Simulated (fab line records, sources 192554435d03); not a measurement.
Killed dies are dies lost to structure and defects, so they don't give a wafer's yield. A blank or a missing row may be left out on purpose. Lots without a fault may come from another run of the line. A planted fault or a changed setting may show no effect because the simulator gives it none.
fab line records | flow n5_finfet
record lots=11 wafers=33 last_day=18
route steps=1938 shown BEOL_M2@903 BEOL_M15@1825 MIM_TOP@1834 PASSIVATION@1911
lots that met no fault: from a run of the same line without faults
start_h: hours from the record's first day to the start of the lot's first wafer shown | wait_h: hours since the lot's step before | " the same as in the row above | L1.1+2: a row that stands for several wafers | - no value, or no start given | * or withheld: withheld | < > ~ a bound
route shown NAME@n: a module of which the file shows steps, and the number in the route of the first | usual: mean/standard deviation of fault-free wafers | same: alike in all rows | chamber/n: place in a boat | sites: the reading at each site | _std_site: their standard deviation | _edge_site: outer sites' mean less inner sites' | radius_mm: how far each site lies from the wafer's centre | mask NAME#n: copy n | behind: the tool/chamber that last shaped the wafer | hold: why the lot was held/for how many hours/how that ended | device: the transistor (n, p or np) that didn't switch | end of line: the same wafers' tests at the end of the route | a step without rows: its recipe alone | killed: dies lost to structure and defects at the first sort, not the wafer's yield | map: a wafer's dies, x killed, . not, _ none there
set.NAME: the setting as run; set.NAME@STEP: as run at that earlier step | model.NAME: the simulator's own value behind a step, which no gauge read
steps of the route over a sample of lots; a table a step, a row a wafer
services: from which hour (start_h, from the record's first day; less than 0 if before it) a tool's chamber was out of use, for how many hours, and why
## steps
# step N5_BEOL_M2_CVD_47
# recipe material=Co target_thk_a=30 temp_c=withheld precursor=CCTBA/H2 pressure_torr=30 time_s=223.8
# columns lot.wafer tool chamber start_h wait_h
L744.1+3+4 cvd_co-02 2,0,2 145.98 0.1
L746.1+2+4 cvd_co-02 2,1,1 155.07 0.0
L748.3+4+5 cvd_co-02 0,2,0 159.92 0.2
L749.1+3+4 cvd_co-01 1,0,0 166.41 0.1
L750.2+5+6 cvd_co-01 1,1,2 169.42 0.0
L752.2+4+5 cvd_co-01 1,2,1 199.20 0.1
L753.1+4+5 cvd_co-01 1,2,1 203.15 0.1
L762.2+4+5 cvd_co-02 1,2,0 251.00 0.3
L765.1+4+6 cvd_co-01 2,0,2 266.85 0.0
L767.3+5+6 cvd_co-01 0,0,2 284.14 0.1
L761.3+4+5 cvd_co-01 1,2,1 286.90 0.1
# step N5_BEOL_M15_THK_MEAS_50
# recipe thk_meas_gauge=xrf reads=Cu_of_BEOL_M15_ECD_47
# usual M15_THK=872/21
# columns lot.wafer tool chamber start_h wait_h M15_THK[nm]
L744.1 film_metro-02 - 270.51 - 893
L744.3 " - " " 855
L744.4 " - " " 892
L746.1 film_metro-02 - 275.37 - 858
L746.2 " - " " 854
L746.4 " - " " 844
L749.1 film_metro-02 - 284.92 - 900
L749.3 " - " " 879
L749.4 " - " " 898
L748.3 film_metro-01 - 288.18 - 896
L748.4 " - " " 870
L748.5 " - " " 859
L750.2 film_metro-01 - 292.68 - 908
L750.5 " - " " 903
L750.6 " - " " 862
L752.2 film_metro-02 - 315.72 - 843
L752.4 " - " " 851
L752.5 " - " " 842
L753.1 film_metro-02 - 327.07 - 864
L753.4 " - " " 837
L753.5 " - " " 862
L762.2 film_metro-02 - 374.75 - 888
L762.4 " - " " 891
L762.5 " - " " 871
L765.1 film_metro-01 - 387.73 - 901
L765.4 " - " " 894
L765.6 " - " " 882
L767.3 film_metro-02 - 392.98 - 891
L767.5 " - " " 893
L767.6 " - " " 883
L761.3 film_metro-01 - 411.44 - 852
L761.4 " - " " 853
L761.5 " - " " 860
# step N5_MIM_TOP_ALD_00
# recipe material=Al2O3 target_thk_a=* temp_c=withheld ald_precursor_family=TMA ald_co_reactant=O3 pulse_time_s=withheld purge_time_s=3 co_reactant_purge_time_s=withheld co_reactant_pulse_time_s=3 ald_cycles=withheld
# usual precursor_pulse_height_rel=1.000/0.021
# columns lot.wafer tool chamber start_h wait_h precursor_pulse_height_rel
L744.1 ald_hk-02 1 273.97 0.1 0.975
L744.3 " 3 " " 1.017
L744.4 " 2 " " 0.974
L746.1 ald_hk-02 2 277.26 0.1 1.004
L746.2 " 1 " " 1.007
L746.4 " 0 " " 1.002
L749.1 ald_hk-03 3 286.47 0.1 0.998
L749.3 " 2 " " 1.006
L749.4 " 0 " " 1.033
L748.3 ald_hk-01 0 289.74 0.1 0.977
L748.4 " 3 " " 1.026
L748.5 " 1 " " 1.039
L750.2 ald_hk-03 3 294.61 0.1 0.996
L750.5 " 0 " " 0.983
L750.6 " 3 " " 0.987
L752.2 ald_hk-01 1 318.00 0.1 1.032
L752.4 " 2 " " 1.027
L752.5 " 0 " " 1.023
L753.1 ald_hk-02 2 328.41 0.1 1.012
L753.4 " 3 " " 1.024
L753.5 " 3 " " 0.999
L762.2 ald_hk-02 1 376.49 0.1 1.033
L762.4 " 3 " " 0.987
L762.5 " 1 " " 1.046
L765.1 ald_hk-01 2 390.02 0.1 0.988
L765.4 " 0 " " 0.977
L765.6 " 1 " " 1.002
L767.3 ald_hk-02 3 394.76 0.1 1.004
L767.5 " 2 " " 1.003
L767.6 " 3 " " 0.981
L761.3 ald_hk-01 1 413.51 0.1 0.981
L761.4 " 3 " " 0.994
L761.5 " 3 " " 1.032
# step N5_PASSIVATION_STRIP_34
# recipe chemistry=O2 power_w=600 temp_c=60 pressure_mtorr=30 rf_frequency_hz=6e+07 bias_power_w=0 overash_fraction=2 o2_flow_sccm=225
# usual drypump_motor_current_A=5.9/0.46 o2_flow_sccm=225.1/0.71 oes_product_au=0.77/0.085 rf_vpp_V=3.4/1.5 showerhead_plenum_p_Torr=2.09/0.053 throttle_valve_pct=16.79/0.23
# columns lot.wafer tool chamber start_h wait_h drypump_motor_current_A o2_flow_sccm oes_product_au rf_hours_counter_h rf_vpp_V showerhead_plenum_p_Torr throttle_valve_pct
L744.1 rie_diel-02 2 284.34 0.3 6.6 226.1 0.73 207 5.8 2.17 17.16
L744.3 " 0 " " 6.2 225.8 0.84 58 4.1 2.13 16.65
L744.4 " 3 " " 5.2 224.4 0.70 228 5.9 2.08 16.63
L746.1 rie_diel-02 3 287.33 0.4 5.2 225.3 0.70 230 3.6 2.08 16.68
L746.2 " 0 " " 6.1 224.5 0.84 59 4.8 2.13 16.62
L746.4 " 1 " " 5.9 224.6 0.74 188 1.5 2.08 16.94
L749.1 rie_diel-04 0 297.48 0.1 5.3 225.8 0.67 249 1.5 2.05 16.75
L749.3 " 2 " " 6.0 225.0 0.75 146 2.6 2.08 16.38
L749.4 " 2 " " 6.0 223.5 0.74 - 2.6 2.08 16.45
L748.3 rie_diel-02 3 298.23 0.2 5.2 225.9 0.66 235 3.6 2.08 16.71
L748.4 " 2 " " 6.7 226.1 0.74 213 6.3 2.17 17.22
L748.5 " 3 " " 5.2 224.9 0.70 - 2.5 2.08 16.67
L750.2 rie_diel-02 1 302.42 0.1 5.8 224.3 0.73 195 4.4 2.08 16.90
L750.5 " 2 " " 6.7 224.4 0.70 - 3.4 2.17 17.16
L750.6 " 3 " " 5.2 224.8 0.68 - 2.2 2.08 16.67
L752.2 rie_diel-04 3 328.27 0.1 5.6 225.8 0.89 43 3.8 2.14 16.77
L752.4 " 0 " " 5.3 225.2 0.97 2 5.3 2.05 16.20
L752.5 " 2 " " 6.0 226.0 0.74 - 3.3 2.08 16.46
L753.1 rie_diel-01 2 339.65 0.1 5.6 223.6 0.70 165 4.4 2.01 16.89
L753.4 " 1 " " 6.2 225.7 0.79 124 2.2 2.12 16.95
L753.5 " 0 " " 5.9 225.4 0.69 - 2.2 1.97 16.61
L762.2 rie_diel-01 3 382.57 0.1 6.7 224.2 0.90 36 1.2 2.14 16.69
L762.4 " 2 " " 5.6 224.5 0.73 180 2.4 2.01 16.90
L762.5 " 2 " " 5.6 225.4 0.71 - 6.2 2.01 16.89
L765.1 rie_diel-02 1 397.10 0.2 5.8 225.9 0.69 231 2.5 2.07 16.97
L765.4 " 0 " " 6.1 224.8 0.78 - 4.8 2.12 16.74
L765.6 " 3 " " 5.3 224.5 0.96 - 2.1 2.07 16.36
L767.3 rie_diel-01 2 401.99 0.1 5.6 223.8 0.70 187 1.2 2.00 16.92
L767.5 " 0 " " 5.9 225.8 0.69 - 2.7 1.96 16.59
L767.6 " 1 " " 6.2 224.9 0.78 - 1.4 2.11 16.96
L761.3 rie_diel-01 1 421.21 0.1 6.1 226.4 0.76 154 1.3 2.11 17.00
L761.4 " 3 " " 6.7 225.2 0.90 - 3.6 2.13 16.69
L761.5 " 1 " " 6.2 226.9 0.76 - 0.6 2.11 17.01
# step N5_PASSIVATION_PROBE_49
# usual defect_limited_yield=91.0/1.5 killed_at_M0_to_M3=35/11 killed_at_M4_up=13/6 killed_at_contacts=14/6.5 killed_at_front_end=40/12 killed_at_other=4/3.4 killed_dies=106/18 killed_open=68/14 killed_short=35/7.7 sort_bin_5_function=5.2/0.98 sort_bin_6_memory=3.4/0.72 sort_n_pass=1074/18 sort_yield_pct=91.0/1.5
# same gross_dies=1180 killed_at_back_side=0 sort_bin_4_leakage[%]=0 sort_bin_8_speed[%]=0
# columns lot.wafer tool chamber start_h wait_h defect_limited_yield[%] killed_at_M0_to_M3 killed_at_M4_up killed_at_contacts killed_at_front_end killed_at_other killed_dies killed_open killed_short sort_bin_5_function[%] sort_bin_6_memory[%] sort_n_pass sort_yield_pct[%]
L752.2 prober-01 - 335.60 0.1 84.0 110 16 15 47 1 189 64 37 8.7 3.3 991 84.0
L752.4 prober-01 - 335.70 0.2 79.9 189 9 5 26 8 237 48 20 11.9 3.6 943 79.9
L752.5 prober-01 - 335.75 0.2 85.2 113 7 12 35 8 175 49 31 8.5 3.5 1005 85.2
L753.1 prober-01 - 345.05 0.0 85.3 123 10 5 32 4 174 46 39 7.8 3.6 1006 85.3
L753.4 prober-01 - 345.20 0.2 78.6 195 11 15 31 1 253 61 27 12.8 3.8 927 78.6
L753.5 prober-01 - 345.25 0.2 83.9 121 18 25 25 1 190 61 34 9.3 3.5 990 83.9
# killed by level:class
L752.2 BEOL_M2:unspecified=87 MOL_CONTACT_COAG:geometric_particle:open=13 STI_FIN_REVEAL:geometric_particle:open=10 STI_FIN_REVEAL:geometric_particle:short=8 FIN_SAQP:geometric_particle:open=7 BEOL_M0_SAQP:geometric_particle:open=7 BEOL_M3:geometric_particle:open=7 FIN_SAQP:geometric_particle:short=5
L752.4 BEOL_M2:unspecified=167 FIN_SAQP:geometric_particle:open=7 BEOL_M3:geometric_particle:open=6 BEOL_M1:geometric_particle:open=5 BEOL_M5:geometric_particle:open=5 MOL_CONTACT_COAG:geometric_particle:open=4 FIN_SAQP:geometric_particle:short=3 GATE_CUT:geometric_particle:open=3
L752.5 BEOL_M2:unspecified=95 MOL_CONTACT_COAG:geometric_particle:open=11 FIN_SAQP:geometric_particle:open=10 BEOL_M0_SAQP:geometric_particle:short=7 BEOL_M0_SAQP:geometric_particle:open=5 BEOL_M4:geometric_particle:open=5 FIN_SAQP:geometric_particle:short=4 GATE_CUT:geometric_particle:short=4
L753.1 BEOL_M2:unspecified=89 BEOL_M0_SAQP:geometric_particle:open=9 BEOL_M0_SAQP:geometric_particle:short=7 BEOL_M1:geometric_particle:open=7 FIN_SAQP:geometric_particle:short=6 STARTING-WAFER:geometric_particle:open=5 GATE_CUT:geometric_particle:short=4 STARTING-WAFER:geometric_particle:short=4
L753.4 BEOL_M2:unspecified=164 MOL_CONTACT_COAG:geometric_particle:open=13 BEOL_M3:geometric_particle:open=7 BEOL_M1:geometric_particle:short=7 SPACER0:geometric_particle:open=6 BEOL_M0_SAQP:geometric_particle:open=6 STI_FIN_REVEAL:geometric_particle:open=4 STARTING-WAFER:geometric_particle:open=4
L753.5 BEOL_M2:unspecified=95 MOL_CONTACT_COAG:geometric_particle:open=19 BEOL_M0_SAQP:geometric_particle:short=9 BEOL_M0_SAQP:geometric_particle:open=7 GATE_CUT:geometric_particle:short=7 MOL_CONTACT_COAG:geometric_particle:short=6 GATE_CUT:geometric_particle:open=5 BEOL_M5:geometric_particle:open=5
## services
# columns tool chamber start_h hours kind
ald_hk-03 - 123.91 1.1 repair
rie_diel-04 3 149.90 3.7 repair
ald_hk-02 - 153.80 8.7 pm
rie_diel-02 2 165.11 1.6 repair
rie_diel-02 1 169.68 5.5 repair
rie_diel-02 - 176.27 14.6 pm
ald_hk-02 - 189.25 1.3 repair
rie_diel-04 0 192.97 14.7 repair
cvd_co-01 - 210.55 14.6 pm
cvd_co-02 - 225.15 6.0 pm
rie_diel-01 3 242.29 6.0 repair
ald_hk-02 - 255.12 1.3 repair
rie_diel-01 1 269.22 5.2 repair
rie_diel-01 - 280.26 14.6 pm
rie_diel-01 1 315.35 8.1 repair
rie_diel-02 1 318.16 4.5 repair
rie_diel-02 3 322.29 6.9 repair
cvd_co-01 0 323.60 8.0 repair
cvd_co-01 1 333.38 - clean
rie_diel-02 1 372.11 5.3 repair
rie_diel-01 2 372.55 2.4 repair
cvd_co-02 - 372.76 1.0 repair
rie_diel-02 - 382.23 3.2 repair
cvd_co-01 2 396.38 6.0 repair
## key
first_sign step=N5_PASSIVATION_PROBE_49 reading=killed_at_M0_to_M3 direction=up sigmas=9.7 usual=35 struck=142
effect step=N5_PASSIVATION_PROBE_49 reading=killed_dies direction=up sigmas=5.4 usual=106 struck=203
more_kills_born_at N5_BEOL_M2_CVD_47@cvd_co-01=697
met_at N5_BEOL_M2_CVD_47
struck_lots L752,L753
not_acting_at N5_BEOL_M15_THK_MEAS_50,N5_MIM_TOP_ALD_00,N5_PASSIVATION_STRIP_34
onset_between 169.42 199.20
fault kind=chamber_particle_source tool=cvd_co-01 chamber=- onset_h=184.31 steps=N5_BEOL_M2_CVD_47 rate_per_visit_cm2=2.2427 end_h=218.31
